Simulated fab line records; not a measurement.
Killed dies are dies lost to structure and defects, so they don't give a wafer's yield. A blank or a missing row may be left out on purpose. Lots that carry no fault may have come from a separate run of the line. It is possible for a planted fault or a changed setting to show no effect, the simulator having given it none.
fab line records	flow n5Finfet
record: lots: 7	wafers: 21
route steps=1938 shown SD_EPI_N@279 HKMG_FIN@402 GATE_CUT@510 MOL_CONTACT_COAG@551 BEOL_M0_SAQP@693 BEOL_M1@757
startH: hours from the record's first day to the start of the lot's first wafer shown	waitH: time in hours since the lot's previous step	" as in the row above	L1.1+2: one row covering several wafers at once	- no value present, or no start provided	* or withheld: withheld	< > ~ a bound
route shown NAME@n: NAME is a module with steps in the file, n the number in the route of the first one	usual: the fault-free wafers' mean and standard deviation	same: alike in all rows	chamber/n: place in a boat	sites: per-site readings	_std_site: standard deviation across them	_edge_site: the outer-site mean with the inner-site mean subtracted	radiusMm: for every site, how far away it sits from the centre of the wafer	mask NAME#n: copy n	behind: the last tool/chamber to shape the wafer	hold: why the lot went on hold/how many hours it stayed there/how the hold came to an end	device: transistor that didn't switch, given as n, p or np	end of line: the same wafers' tests at the end of the route	step lacking rows: just its recipe	killed: at the first sort, the dies lost to defects and structure; wafer yield is something else	map: dies across one wafer; x = killed, . = not, _ = none there
set.NAME: setting as actually run; set.NAME@STEP: the setting as run at that earlier step	model.NAME: the simulator's own value behind a step, which no gauge read
lots with deliberately changed settings; one table per step, one row per wafer
== steps ==
step: N5_SD_EPI_N_ETCH_16
recipe: chemistry: CHF3/O2	target: SiO2	targetDepthA: 50	maskMaterial: SOC	pressureMtorr: 30	sourceW: 650	biasW: 170	Ar_flow_sccm: 200	CHF3_flow_sccm: 50	O2_flow_sccm: 5	ionEnergyEv: 200
lot.wafer	tool	chamber	startH	waitH	set.targetDepthA	model.etch.depthNm
L078.2	rieDiel-06	3	72.67	0.1	50	4.919
L078.3	"	0	"	"	50	4.979
L078.6	"	2	"	"	50	4.978
L079.1	rieDiel-06	0	80.45	0.1	50	4.919
L079.3	"	2	"	"	50	4.98
L079.4	"	1	"	"	50	4.83
L084.3	rieDiel-05	0	113.15	0.1	50	5.075
L084.4	"	1	"	"	50	5.096
L084.5	"	2	"	"	50	5.06
L085.3	rieDiel-01	0	116.80	0.1	46.14	4.772
L085.4	"	3	"	"	50	5.072
L085.5	"	1	"	"	46.14	4.724
L088.1	rieDiel-05	1	132.76	0.1	55.91	5.79
L088.3	"	0	"	"	50	5.127
L088.4	"	2	"	"	50	5.15
L091.2	rieDiel-01	1	150.86	0.1	50	5.081
L091.3	"	3	"	"	47.07	4.767
L091.6	"	0	"	"	50	5.049
L097.2	rieDiel-06	1	189.11	0.1	50	4.861
L097.3	"	3	"	"	47.31	4.681
L097.5	"	0	"	"	50	5.002
step: N5_SD_EPI_N_EPI_21
recipe: material: Si:P	dopant: P	tempC: 680	pressureTorr: 255	timeS: 690
lot.wafer	tool	chamber	startH	waitH	set.tempC	model.Si-P_of_SD_EPI_N_EPI_21.thkNm
L078.2	epiRpcvd-01	0	74.01	0.4	676	55.2
L078.3	"	0	"	"	676	54.4
L078.6	"	0	"	"	680	58.6
L079.1+3+4	epiRpcvd-04	0	81.52	0.1	680	58.6
L084.3	epiRpcvd-01	0	114.77	0.7	676.7	54.8
L084.4	"	0	"	"	680	57.8
L084.5	"	0	"	"	676.7	55
L085.3	epiRpcvd-04	0	118.42	0.7	680	58.4
L085.4	"	0	"	"	680	58.8
L085.5	"	0	"	"	680	58.6
L088.1	epiRpcvd-04	0	133.85	0.1	680	58.6
L088.3	"	0	"	"	680	58.8
L088.4	"	0	"	"	680	58.2
L091.2	epiRpcvd-03	0	152.23	0.4	680	59.4
L091.3	"	0	"	"	680	58.8
L091.6	"	0	"	"	682.3	62
L097.2	epiRpcvd-01	0	190.73	0.5	680	59.4
L097.3	"	0	"	"	680	58.8
L097.5	"	0	"	"	680	58.4
step: N5_HKMG_FIN_ETCH_54
recipe: chemistry: CF4	target: SiARC	targetDepthA: 455	maskMaterial: CAR-ArF	timeS: 75.8	ionEnergyEv: 80	pressureMtorr: 40	sourceW: 545	biasW: 36	Ar_flow_sccm: 100	cf4FlowSccm: 100	ends: cleared
usual: etchRfOnTimeS: 74.9/1.5	rfVppV: 184.5/1.1
lot.wafer	tool	chamber	startH	waitH	set.sourceW	etchRfOnTimeS	rfVppV
L078.2	rieDiel-05	0	94.50	0.0	545	74.8	185.4
L078.3	"	1	"	"	574.6	70.9	181.9
L078.6	"	3	"	"	574.6	71.5	182.8
L079.1	rieDiel-01	1	104.14	0.0	545	72.5	185.0
L079.3	"	3	"	"	545	74.9	184.8
L079.4	"	1	"	"	545	72.4	184.4
L084.3	rieDiel-05	1	136.85	0.0	545	76.2	183.2
L084.4	"	2	"	"	545	74.2	185.4
L084.5	"	3	"	"	545	74.4	184.6
L085.3	rieDiel-01	2	140.70	0.0	545	73.4	183.3
L085.4	"	1	"	"	583.8	69.8	180.6
L085.5	"	0	"	"	583.8	69.2	179.8
L088.1	rieDiel-05	3	154.88	0.0	545	75.4	185.3
L088.3	"	2	"	"	457	86.1	196.0
L088.4	"	0	"	"	545	75.4	184.1
L091.2	rieDiel-01	3	171.72	0.0	545	74.8	184.7
L091.3	"	1	"	"	472.1	83.1	193.3
L091.6	"	2	"	"	545	72.6	184.2
L097.2	rieDiel-06	2	212.09	0.0	545	74.6	184.2
L097.3	"	3	"	"	545	75.0	186.7
L097.5	"	2	"	"	545	74.9	187.3
step: N5_HKMG_FIN_ETCH_55
recipe: chemistry: N2/H2	target: SOC	targetDepthA: 2400	tempC: 40	timeS: 300	ionEnergyEv: 200	maskMaterial: SiARC	pressureMtorr: 30	sourceW: 840	biasW: 150	n2FlowSccm: 200	h2FlowSccm: 200
usual: rfVppV: 524.7/2.1
lot.wafer	tool	chamber	startH	waitH	set.biasW	rfVppV	model.SiARC_of_HKMG_FIN_COAT_42.thkNm
L078.2	rieDiel-05	0	94.56	0.0	150	525.1	21.4
L078.3	"	1	"	"	124.2	464.6	23.8
L078.6	"	3	"	"	150	526.4	21.4
L079.1	rieDiel-01	1	104.22	0.1	150	524.3	20.8
L079.3	"	3	"	"	150	525.5	21.2
L079.4	"	1	"	"	150	522.8	20.8
L084.3	rieDiel-05	1	136.91	0.0	150	523.3	20.8
L084.4	"	2	"	"	150	522.7	20.4
L084.5	"	3	"	"	150	526.6	21.2
L085.3	rieDiel-01	2	140.76	0.0	166.5	562.3	18.4
L085.4	"	1	"	"	166.5	560.3	18.8
L085.5	"	0	"	"	166.5	562.6	19.2
L088.1	rieDiel-05	3	154.93	0.0	150	525.6	21.4
L088.3	"	2	"	"	150	521.2	20.4
L088.4	"	0	"	"	158.5	543.2	20.6
L091.2	rieDiel-01	3	171.78	0.0	159.7	546.4	19.8
L091.3	"	1	"	"	150	524.8	20.8
L091.6	"	2	"	"	150	524.8	20.2
L097.2	rieDiel-06	2	212.15	0.0	150	529.2	20.8
L097.3	"	3	"	"	150	526.4	20.6
L097.5	"	2	"	"	175	581.8	18.2
step: N5_GATE_CUT_ALD_22
recipe: material: SiNx	targetThkA: 160	tempC: 400	aldPrecursorFamily: SiH2I2	aldCoReactant: N2/H2-plasma	pulseTimeS: 1	aldCycles: 320	purgeTimeS: 2	coReactantPurgeTimeS: 2	pressureTorr: 2
lot.wafer	tool	chamber	startH	waitH	set.aldCycles	model.SiNx_of_GATE_CUT_ALD_22.thkNm
L078.2	aldSin-04	3	107.12	0.0	345	17.4
L078.3+6	"	0	"	"	320	16
L079.1+4	aldSin-01	3,1	117.95	0.5	320	16
L079.3	"	0	"	"	320	16.2
L084.3	aldSin-03	0	152.19	1.1	278	13.8
L084.4	"	1	"	"	320	16
L084.5	"	3	"	"	278	14
L085.3+5	aldSin-03	0,2	154.14	0.0	320	16
L085.4	"	1	"	"	345	17.4
L088.1+3	aldSin-04	0,2	168.45	0.0	277	13.8
L088.4	"	2	"	"	277	14
L091.2	aldSin-04	2	186.38	1.8	320	16
L091.3	"	0	"	"	320	15.8
L091.6	"	0	"	"	269	13.4
L097.2	aldSin-03	0	225.19	0.4	320	15.8
L097.3	"	2	"	"	279	14
L097.5	"	2	"	"	320	16
step: N5_GATE_CUT_CMP_23
recipe: stopOn: SiO2	tOverpolishS: 23.4	postCmpClean: alkalineBrush	downForcePsi: 2.5	platenRpm: 51.8	padVelocityMS: 1.0307	targetThkNm: 16
lot.wafer	tool	chamber	startH	waitH	set.platenRpm	set.aldCycles@GATE_CUT_ALD_22	model.SiNx_of_GATE_CUT_ALD_22.thkNm
L078.3	cmp-01	3	108.61	0.8	51.8	320	16
L078.2	"	2	"	"	50.65	345	15.2
L078.6	"	3	"	"	50.65	320	16
L079.1+4	cmp-01	2,0	119.44	0.8	51.8	320	16
L079.3	"	1	"	"	51.8	320	16.2
L084.3	cmp-03	0	153.72	0.8	51.09	278	13.8
L084.4	"	2	"	"	51.09	320	16
L084.5	"	3	"	"	51.8	278	14
L085.4	cmp-03	0	155.63	0.8	52.48	345	14.6
L085.3	"	3	"	"	51.8	320	16
L085.5	"	1	"	"	52.48	320	16
L088.4	cmp-01	2	169.94	0.0	51.8	277	14
L088.3	"	0	"	"	51.8	277	13.8
L088.1	"	1	"	"	53.1	277	13.8
L091.2	cmp-01	3	187.91	0.8	51.8	320	16
L091.3	"	0	"	"	51.02	320	15.8
L091.6	"	2	"	"	51.8	269	13.4
L097.3	cmp-01	1	226.68	0.8	50.64	279	14
L097.2	"	2	"	"	51.8	320	15.8
L097.5	"	1	"	"	51.8	320	16
step: N5_MOL_CONTACT_COAG_SPUTTER_130
recipe: material: Co	targetThkA: 475	tempC: 25	chamberPressurePa: 0.5	powerW: 3000
lot.wafer	tool	chamber	startH	waitH	set.powerW	model.Co_of_MOL_CONTACT_COAG_SPUTTER_130.thkNm
L078.2+6	pvdSputter-01	-	114.34	0.0	3000	47.4
L078.3	"	-	"	"	3000	47.6
L079.1	pvdSputter-01	-	125.61	0.0	3000	47.6
L079.3	"	-	"	"	3000	47
L079.4	"	-	"	"	3000	47.2
L084.3	pvdSputter-03	-	163.50	0.0	3136	49.4
L084.4	"	-	"	"	3136	49.6
L084.5	"	-	"	"	3000	48.2
L085.3	pvdSputter-01	-	163.69	0.0	3174	50.4
L085.4	"	-	"	"	3174	50.2
L085.5	"	-	"	"	3000	48.2
L088.1	pvdSputter-01	-	175.59	0.0	3000	48.2
L088.3	"	-	"	"	2601	41.6
L088.4	"	-	"	"	2601	41.4
L091.2+6	pvdSputter-03	-	195.99	0.0	3000	46.6
L091.3	"	-	"	"	2609	41.2
L097.2	pvdSputter-03	-	235.60	0.0	3000	47.8
L097.3	"	-	"	"	3000	46.8
L097.5	"	-	"	"	3000	48
step: N5_MOL_CONTACT_COAG_PECVD_31
recipe: material: SiO2	targetThkA: 460	tempC: 400	precursor: TEOS/O2	pressureTorr: 6.5	rfW: withheld	teosFlowSccm: withheld	gas: O2	flowSccm: 2650	timeS: 8.9
lot.wafer	tool	chamber	startH	waitH	set.tempC	model.SiO2_of_MOL_CONTACT_COAG_PECVD_31.thkNm
L078.2	pecvd-01	0	118.07	0.3	412.4	42
L078.3	"	2	"	"	400	44.8
L078.6	"	0	"	"	412.4	42.8
L079.1	pecvd-02	2	129.05	0.3	400	45.6
L079.3+4	"	0,1	"	"	400	45.8
L084.3	pecvd-03	2	167.67	0.3	382.3	50.4
L084.4	"	2	"	"	382.3	50.8
L084.5	"	1	"	"	382.3	51
L085.3	pecvd-02	1	168.15	0.3	383.5	49.8
L085.4	"	1	"	"	400	46
L085.5	"	2	"	"	383.5	50.6
L088.1	pecvd-03	0	179.32	0.3	387.4	48.6
L088.3	"	1	"	"	387.4	49.4
L088.4	"	0	"	"	400	45.8
L091.2	pecvd-02	1	199.84	0.3	400	46
L091.3	"	0	"	"	383.9	51.2
L091.6	"	0	"	"	383.9	51.8
L097.2	pecvd-01	2	240.72	0.3	400	45
L097.3	"	1	"	"	400	45.8
L097.5	"	1	"	"	416	42.2
step: N5_MOL_CONTACT_COAG_COAT_75
recipe: resist: SOC	tempC: 250	timeS: 60	spinRpm: 1500	resistThkNm: 60
step: N5_MOL_CONTACT_COAG_COAT_76
recipe: resist: SiARC	tempC: 220	timeS: 60	spinRpm: 1500	resistThkNm: 10
step: N5_MOL_CONTACT_COAG_ETCHBACK_135
recipe: chemistry: CHF3	target: SiO2	targetDepthA: 250	timeS: 16.7	ionEnergyEv: 200	pressureMtorr: 30	sourceW: 610	biasW: 170	Ar_flow_sccm: 200	CHF3_flow_sccm: 50
step: N5_MOL_CONTACT_COAG_STRIP_118
recipe: chemistry: CHF3	resist: SiARC	rfFrequencyHz: 6e+07
step: N5_MOL_CONTACT_COAG_VIA_ETCH_46
recipe: chemistry: C4F6/O2	targetDepthA: 460	overetchA: 92	maskMaterial: SOC	target: SiO2	biasW: 455	pressureMtorr: 10	timeS: 40	sourceW: 325	Ar_flow_sccm: 300	C4F6_flow_sccm: 10	O2_flow_sccm: 10	ionEnergyEv: 575.3	ends: endPoint
lot.wafer	tool	chamber	startH	waitH	set.tempC@MOL_CONTACT_COAG_PECVD_31	model.etch.depthNm
L078.2	rieDiel-05	0	119.00	0.0	412.4	42.03
L078.3	"	2	"	"	400	44.73
L078.6	"	1	"	"	412.4	42.74
L079.1	rieDiel-05	2	130.86	0.0	400	45.56
L079.3	"	1	"	"	400	45.72
L079.4	"	0	"	"	400	45.83
L084.3	rieDiel-01	0	168.72	0.0	382.3	50.47
L084.4	"	2	"	"	382.3	50.75
L084.5	"	0	"	"	382.3	51.01
L085.3	rieDiel-01	2	169.21	0.0	383.5	49.71
L085.4	"	0	"	"	400	46.01
L085.5	"	3	"	"	383.5	50.52
L088.1	rieDiel-05	2	180.75	0.0	387.4	48.65
L088.3	"	1	"	"	387.4	49.35
L088.4	"	3	"	"	400	45.81
L091.2	rieDiel-05	2	201.18	0.0	400	46.09
L091.3	"	1	"	"	383.9	51.13
L091.6	"	2	"	"	383.9	51.75
L097.2	rieDiel-06	1	242.02	0.0	400	45.07
L097.3	"	0	"	"	400	45.85
L097.5	"	1	"	"	416	42.19
step: N5_MOL_CONTACT_COAG_VIA_ETCH_117
recipe: chemistry: C4F6/O2	targetDepthA: 400	overetchA: 80	maskMaterial: SOC	target: SiO2	biasW: 455	pressureMtorr: 10	timeS: 26	sourceW: 325	Ar_flow_sccm: 300	C4F6_flow_sccm: 10	O2_flow_sccm: 10	ionEnergyEv: 575.3	ends: endPoint
usual: rfVppV: 1588/29
lot.wafer	tool	chamber	startH	waitH	set.biasW	rfVppV
L078.2	rieDiel-06	0	120.34	0.0	455	1579
L078.3	"	3	"	"	455	1627
L078.6	"	2	"	"	455	1614
L079.1	rieDiel-01	3	133.69	0.0	455	1606
L079.3	"	1	"	"	455	1579
L079.4	"	2	"	"	455	1634
L084.3	rieDiel-06	1	170.32	0.0	455	1557
L084.4	"	2	"	"	455	1610
L084.5	"	1	"	"	455	1556
L085.3	rieDiel-05	0	170.56	0.0	455	1558
L085.4	"	3	"	"	375.5	1356
L085.5	"	1	"	"	375.5	1407
L088.1	rieDiel-01	0	182.23	0.0	533.7	1742
L088.3	"	1	"	"	455	1578
L088.4	"	3	"	"	455	1604
L091.2	rieDiel-01	1	202.51	0.0	455	1577
L091.3	"	0	"	"	455	1546
L091.6	"	0	"	"	455	1546
L097.2	rieDiel-05	0	243.93	0.0	455	1556
L097.3	"	1	"	"	455	1623
L097.5	"	3	"	"	455	1567
step: N5_MOL_CONTACT_COAG_ETCH_124
recipe: chemistry: CH3F/O2	target: SiNx	targetDepthA: 65	maskMaterial: SOC	stopOn: SiOC	overEtchFrac: 0.3	ionEnergyEv: 120	pressureMtorr: 30	sourceW: 395	biasW: 73	Ar_flow_sccm: 150	CH3F_flow_sccm: 30	O2_flow_sccm: 20	ends: endPoint
usual: rfVppV: 298/5.8
lot.wafer	tool	chamber	startH	waitH	set.biasW	rfVppV
L078.2	rieDiel-06	0	120.37	0.0	73	296
L078.3	"	3	"	"	73	305
L078.6	"	2	"	"	73	301
L079.1	rieDiel-01	3	133.72	0.0	73	301
L079.3	"	1	"	"	73	296
L079.4	"	2	"	"	73	306
L084.3	rieDiel-06	1	170.34	0.0	73	293
L084.4	"	2	"	"	73	302
L084.5	"	1	"	"	73	291
L085.3	rieDiel-05	0	170.59	0.0	73	291
L085.4	"	3	"	"	61.98	257
L085.5	"	1	"	"	61.98	267
L088.1	rieDiel-01	0	182.26	0.0	67.63	272
L088.3	"	1	"	"	73	296
L088.4	"	3	"	"	67.63	282
L091.2	rieDiel-01	1	202.54	0.0	66.8	275
L091.3	"	0	"	"	73	289
L091.6	"	0	"	"	66.8	271
L097.2	rieDiel-05	0	243.96	0.0	60.45	250
L097.3	"	1	"	"	73	303
L097.5	"	3	"	"	60.45	253
step: N5_BEOL_M0_SAQP_ETCH_88
recipe: chemistry: N2/H2	target: underlayer	targetDepthA: 65	timeS: 5.2	ionEnergyEv: 200	maskMaterial: CAR-EUV	pressureMtorr: 30	sourceW: 840	biasW: 150	n2FlowSccm: 200	h2FlowSccm: 200	ends: cleared
usual: etchRfOnTimeS: 5.20/0.11	rfVppV: 523/3
lot.wafer	tool	chamber	startH	waitH	set.sourceW	etchRfOnTimeS	rfVppV
L078.2	rieDiel-02	1	139.10	0.0	905.9	4.82	508
L078.3	"	2	"	"	840	5.17	525
L078.6	"	3	"	"	840	5.23	523
L079.1	rieDiel-02	1	142.94	0.0	840	5.11	523
L079.3	"	0	"	"	840	5.11	518
L079.4	"	3	"	"	840	5.15	523
L084.3	rieDiel-04	0	181.91	0.0	729.4	5.98	543
L084.4	"	3	"	"	840	5.06	522
L084.5	"	1	"	"	729.4	5.64	548
L085.3	rieDiel-03	2	184.49	0.0	840	5.25	525
L085.4	"	0	"	"	840	5.25	524
L085.5	"	3	"	"	840	5.22	528
L088.1	rieDiel-02	0	196.15	0.0	840	5.23	517
L088.3	"	3	"	"	840	5.28	523
L088.4	"	1	"	"	840	5.23	520
L091.2	rieDiel-03	2	214.87	0.0	950.4	4.70	503
L091.3	"	3	"	"	950.4	4.83	506
L091.6	"	2	"	"	840	5.23	526
L097.2	rieDiel-03	0	255.65	0.0	840	5.22	524
L097.3	"	3	"	"	840	5.22	527
L097.5	"	2	"	"	840	5.23	526
step: N5_BEOL_M1_COAT_73
recipe: resist: underlayer	tempC: 205	timeS: 60	spinRpm: 1500	resistThkNm: 5
lot.wafer	tool	chamber	startH	waitH	set.spinRpm	model.underlayer_of_BEOL_M1_COAT_73.thkNm
L078.2+3+6	lithoTrack-02	0	-	-	1500	5
L079.1+3+4	lithoTrack-04	0	-	-	1500	5
L084.3+4	lithoTrack-01	0	-	-	1500	5
L084.5	"	0	"	"	1334	5.4
L085.3+4	lithoTrack-02	0	-	-	1333	5.2
L085.5	"	0	"	"	1333	5.4
L088.1	lithoTrack-01	0	-	-	1500	5
L088.3+4	"	0	"	"	1654	4.8
L091.2+6	lithoTrack-01	0	-	-	1368	5.2
L091.3	"	0	"	"	1500	5
L097.2+3+5	lithoTrack-01	0	-	-	1500	5
step: N5_BEOL_M1_EXPOSE_08
recipe: maskId: M1	na: 0.33	sourceShape: dipole	sigmaInner: 0.369	sigmaOuter: 0.767	polarization: unpolarized	doseMj: 33
lot.wafer	tool	chamber	startH	waitH	mask	set.doseMj
L078.2+3+6	euvScanner-01	0	153.15	-	M1#0	33
L079.1+3+4	euvScanner-01	0	154.59	-	M1#0	33
L084.3+5	euvScanner-01	0	193.76	-	M1#0	31.77
L084.4	"	0	"	"	M1#0	33
L085.3+4+5	euvScanner-01	0	195.51	-	M1#0	33
L088.1+3+4	euvScanner-01	0	206.28	-	M1#0	33
L091.2	euvScanner-01	0	226.42	-	M1#0	31.8
L091.3+6	"	0	"	"	M1#0	33
L097.2+3+5	euvScanner-01	0	263.44	-	M1#0	33
step: N5_BEOL_M1_PEB_09
recipe: pebTempC: 100	pebTimeS: 60	resist: CAR-EUV
step: N5_BEOL_M1_DEVELOP_10
recipe: developTimeS: 30	developer: TMAH	resist: CAR-EUV	rinseLiquid: surfactantRinse	dry: airSpin	devTempC: 23
step: N5_BEOL_M1_DESCUM_16
recipe: chemistry: O2	timeS: 7	sourcePowerW: 50	biasPowerW: 20	pressureMtorr: 20	rfFrequencyHz: 2.712e+07	tempC: 40	resist: CAR-EUV	o2FlowSccm: 225
step: N5_BEOL_M1_ETCH_74
recipe: chemistry: N2/H2	target: underlayer	targetDepthA: 65	maskMaterial: CAR-EUV	timeS: 5.2	ionEnergyEv: 200	pressureMtorr: 30	sourceW: 840	biasW: 150	n2FlowSccm: 200	h2FlowSccm: 200	ends: cleared
lot.wafer	tool	chamber	startH	waitH	set.spinRpm@BEOL_M1_COAT_73	model.CAR-EUV_of_BEOL_M1_COAT_05.thkNm	model.etch.depthNm
L078.2	rieDiel-04	2	153.65	0.0	1500	20.2	5.018
L078.3	"	0	"	"	1500	20.4	5.033
L078.6	"	0	"	"	1500	20.4	5.018
L079.1	rieDiel-03	0	154.88	0.0	1500	20.2	4.999
L079.3	"	2	"	"	1500	20.2	5.012
L079.4	"	2	"	"	1500	20.2	5.005
L084.3	rieDiel-03	0	194.03	0.0	1500	20.4	4.997
L084.4	"	2	"	"	1500	20.2	5.009
L084.5	"	0	"	"	1334	20	5.324
L085.3+4	rieDiel-03	0,3	195.79	0.0	1333	19.8	5.297
L085.5	"	2	"	"	1333	19.8	5.3
L088.1	rieDiel-03	3	206.57	0.0	1500	20	5.02
L088.3	"	0	"	"	1654	20.6	4.765
L088.4	"	1	"	"	1654	20.6	4.762
L091.2	rieDiel-02	0	226.69	0.0	1368	20	5.221
L091.3	"	1	"	"	1500	20.4	5.004
L091.6	"	0	"	"	1368	20	5.234
L097.2	rieDiel-04	0	263.71	0.0	1500	20.2	4.987
L097.3	"	3	"	"	1500	20.2	4.988
L097.5	"	1	"	"	1500	20	4.989
step: N5_BEOL_M1_ETCH_63
recipe: chemistry: CF4	target: SiARC	targetDepthA: 156	maskMaterial: CAR-EUV	timeS: 26	ionEnergyEv: 80	pressureMtorr: 40	sourceW: 545	biasW: 36	Ar_flow_sccm: 100	cf4FlowSccm: 100	ends: cleared
lot.wafer	tool	chamber	startH	waitH	set.spinRpm@BEOL_M1_COAT_73	model.CAR-EUV_of_BEOL_M1_COAT_05.thkNm
L078.2	rieDiel-04	2	153.67	0.0	1500	11
L078.3+6	"	0	"	"	1500	11.2
L079.1+4	rieDiel-03	0,2	154.89	0.0	1500	11
L079.3	"	2	"	"	1500	11.2
L084.3+4	rieDiel-03	0,2	194.04	0.0	1500	11.2
L084.5	"	0	"	"	1334	10.8
L085.3	rieDiel-03	0	195.81	0.0	1333	10.8
L085.4+5	"	3,2	"	"	1333	10.6
L088.1	rieDiel-03	3	206.58	0.0	1500	10.8
L088.3+4	"	0,1	"	"	1654	11.4
L091.2+6	rieDiel-02	0	226.71	0.0	1368	10.8
L091.3	"	1	"	"	1500	11.2
L097.2+3	rieDiel-04	0,3	263.73	0.0	1500	11
L097.5	"	1	"	"	1500	10.8
== key ==
split: step: N5_SD_EPI_N_ETCH_16	setting: targetDepthA	stated: 50	by: wafer
response: step: N5_SD_EPI_N_ETCH_16	reading: model.etch.depthNm	change: +0.0506	per: 1%	r: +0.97
split: step: N5_SD_EPI_N_EPI_21	setting: tempC	stated: 680	by: wafer
response: step: N5_SD_EPI_N_EPI_21	reading: model.Si-P_of_SD_EPI_N_EPI_21.thkNm	change: +6.64	per: 1%	r: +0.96
split: step: N5_HKMG_FIN_ETCH_54	setting: sourceW	stated: 545	by: wafer
response: step: N5_HKMG_FIN_ETCH_54	reading: etchRfOnTimeS	change: *	per: 1%	r: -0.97
response: step: N5_HKMG_FIN_ETCH_54	reading: rfVppV	change: -0.653	per: 1%	r: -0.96
split: step: N5_HKMG_FIN_ETCH_55	setting: biasW	stated: 150	by: wafer
response: step: N5_HKMG_FIN_ETCH_55	reading: rfVppV	change: +3.4	per: 1%	r: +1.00
response: step: N5_HKMG_FIN_ETCH_55	reading: model.SiARC_of_HKMG_FIN_COAT_42.thkNm	change: -0.138	per: 1%	r: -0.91
split: step: N5_GATE_CUT_ALD_22	setting: aldCycles	stated: 320	by: wafer
response: step: N5_GATE_CUT_ALD_22	reading: model.SiNx_of_GATE_CUT_ALD_22.thkNm	change: +0.159	per: 1%	r: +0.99
response: step: N5_GATE_CUT_CMP_23	reading: model.SiNx_of_GATE_CUT_ALD_22.thkNm	shape: bent	atLowest: 13.4	atStated: 15.98	atHighest: 14.9
split: step: N5_GATE_CUT_CMP_23	setting: platenRpm	stated: 51.8	by: wafer
response none clear
split: step: N5_MOL_CONTACT_COAG_SPUTTER_130	setting: powerW	stated: 3000	by: wafer
response: step: N5_MOL_CONTACT_COAG_SPUTTER_130	reading: model.Co_of_MOL_CONTACT_COAG_SPUTTER_130.thkNm	change: +0.443	per: 1%	r: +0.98
split: step: N5_MOL_CONTACT_COAG_PECVD_31	setting: tempC	stated: 400	by: wafer
response: step: N5_MOL_CONTACT_COAG_PECVD_31	reading: model.SiO2_of_MOL_CONTACT_COAG_PECVD_31.thkNm	change: -1.02	per: 1%	r: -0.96
response: step: N5_MOL_CONTACT_COAG_VIA_ETCH_46	reading: model.etch.depthNm	change: -1	per: 1%	r: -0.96
split: step: N5_MOL_CONTACT_COAG_VIA_ETCH_117	setting: biasW	stated: 455	by: wafer
response: step: N5_MOL_CONTACT_COAG_VIA_ETCH_117	reading: rfVppV	change: +9.4	per: 1%	r: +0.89
split: step: N5_MOL_CONTACT_COAG_ETCH_124	setting: biasW	stated: 73	by: wafer
response: step: N5_MOL_CONTACT_COAG_ETCH_124	reading: rfVppV	change: +2.48	per: 1%	r: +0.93
split: step: N5_BEOL_M0_SAQP_ETCH_88	setting: sourceW	stated: 840	by: wafer
response: step: N5_BEOL_M0_SAQP_ETCH_88	reading: etchRfOnTimeS	change: *	per: 1%	r: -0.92
response: step: N5_BEOL_M0_SAQP_ETCH_88	reading: rfVppV	change: -1.75	per: 1%	r: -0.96
split: step: N5_BEOL_M1_COAT_73	setting: spinRpm	stated: 1500	by: wafer
response: step: N5_BEOL_M1_COAT_73	reading: model.underlayer_of_BEOL_M1_COAT_73.thkNm	change: -0.027	per: 1%	r: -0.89
response: step: N5_BEOL_M1_ETCH_74	reading: model.CAR-EUV_of_BEOL_M1_COAT_05.thkNm	change: +0.0426	per: 1%	r: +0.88
response: step: N5_BEOL_M1_ETCH_74	reading: model.etch.depthNm	change: -0.0267	per: 1%	r: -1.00
response: step: N5_BEOL_M1_ETCH_63	reading: model.CAR-EUV_of_BEOL_M1_COAT_05.thkNm	change: +0.0462	per: 1%	r: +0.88
split: step: N5_BEOL_M1_EXPOSE_08	setting: doseMj	stated: 33	by: wafer
response none clear
